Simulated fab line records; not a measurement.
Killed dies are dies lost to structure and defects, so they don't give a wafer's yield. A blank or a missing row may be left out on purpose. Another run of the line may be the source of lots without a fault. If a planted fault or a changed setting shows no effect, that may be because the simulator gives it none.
Chamber matching || flow n5 finfet || N5_BEOL_M2_VIA_ETCH_34 on rie diel-05 has 4 sister chambers
The step etches the open film in C4F6/O2, target depth 69.4 nm, time 65.9 s. 8 wafers are shown with their chamber, then 9 later ones without.

== WAFERS PAIRED WITH THEIR CHAMBERS ==
{"wafer": "L079.2", "chamber": 3, "throttle valve pct (%)": 30.6, "showerhead plenum p Torr (Torr)": 2.70}
{"wafer": "L082.1", "chamber": 3, "throttle valve pct (%)": 30.6, "showerhead plenum p Torr (Torr)": 2.69}
{"wafer": "L087.1", "chamber": 1, "throttle valve pct (%)": 30.2, "showerhead plenum p Torr (Torr)": 2.80}
{"wafer": "L087.4", "chamber": 2, "throttle valve pct (%)": 31.2, "showerhead plenum p Torr (Torr)": 2.95}
{"wafer": "L090.4", "chamber": 1, "throttle valve pct (%)": 30.2, "showerhead plenum p Torr (Torr)": 2.79}
{"wafer": "L091.1", "chamber": 0, "throttle valve pct (%)": 31.1, "showerhead plenum p Torr (Torr)": 2.92}
{"wafer": "L091.5", "chamber": 2, "throttle valve pct (%)": 31.2, "showerhead plenum p Torr (Torr)": 2.94}
{"wafer": "L091.6", "chamber": 0, "throttle valve pct (%)": 31.0, "showerhead plenum p Torr (Torr)": 2.92}

== WAFERS MISSING THEIR CHAMBER ==
{"wafer": "L093.2", "throttle valve pct (%)": 30.6, "showerhead plenum p Torr (Torr)": 3.03}
{"wafer": "L093.4", "throttle valve pct (%)": 30.6, "showerhead plenum p Torr (Torr)": 3.03}
{"wafer": "L093.5", "throttle valve pct (%)": 30.2, "showerhead plenum p Torr (Torr)": 2.79}
{"wafer": "L095.1", "throttle valve pct (%)": 31.2, "showerhead plenum p Torr (Torr)": 2.94}
{"wafer": "L095.4", "throttle valve pct (%)": 30.2, "showerhead plenum p Torr (Torr)": 2.79}
{"wafer": "L095.5", "throttle valve pct (%)": 30.2, "showerhead plenum p Torr (Torr)": 2.79}
{"wafer": "L096.2", "throttle valve pct (%)": 30.2, "showerhead plenum p Torr (Torr)": 2.79}
{"wafer": "L096.4", "throttle valve pct (%)": 30.6, "showerhead plenum p Torr (Torr)": 3.02}
{"wafer": "L096.6", "throttle valve pct (%)": 31.1, "showerhead plenum p Torr (Torr)": 2.91}

== EACH ONE'S CHAMBER ==
{"wafer": "L093.2", "from the rows above": "can't be placed: 2 or 0", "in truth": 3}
{"wafer": "L093.4", "from the rows above": "can't be placed: 2 or 0", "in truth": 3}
{"wafer": "L093.5", "from the rows above": 1, "in truth": 1}
{"wafer": "L095.1", "from the rows above": 2, "in truth": 2}
{"wafer": "L095.4", "from the rows above": 1, "in truth": 1}
{"wafer": "L095.5", "from the rows above": 1, "in truth": 1}
{"wafer": "L096.2", "from the rows above": 1, "in truth": 1}
{"wafer": "L096.4", "from the rows above": "can't be placed: 0 or 2", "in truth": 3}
{"wafer": "L096.6", "from the rows above": 0, "in truth": 0}
Correct placement for 6 of the 9. Cannot be placed on the basis of these rows: 3; the candidates contain the true chamber in 0. Number placed wrongly: 0.
How it was worked out, from the rows above alone: a wafer's distance from a chamber is the root of the sum, over the readings, of the square of ((its reading less the chamber's mean) divided by the reading's scatter). The wafer belongs to the nearest chamber; if the next one is less than 2 further off, it can't be placed. The mean given for a chamber averages the wafers shown for that chamber. The scatter: take each reading less its chamber's mean, square it, sum over the shown wafers, divide by the number of wafers less the number of chambers, and take the root.
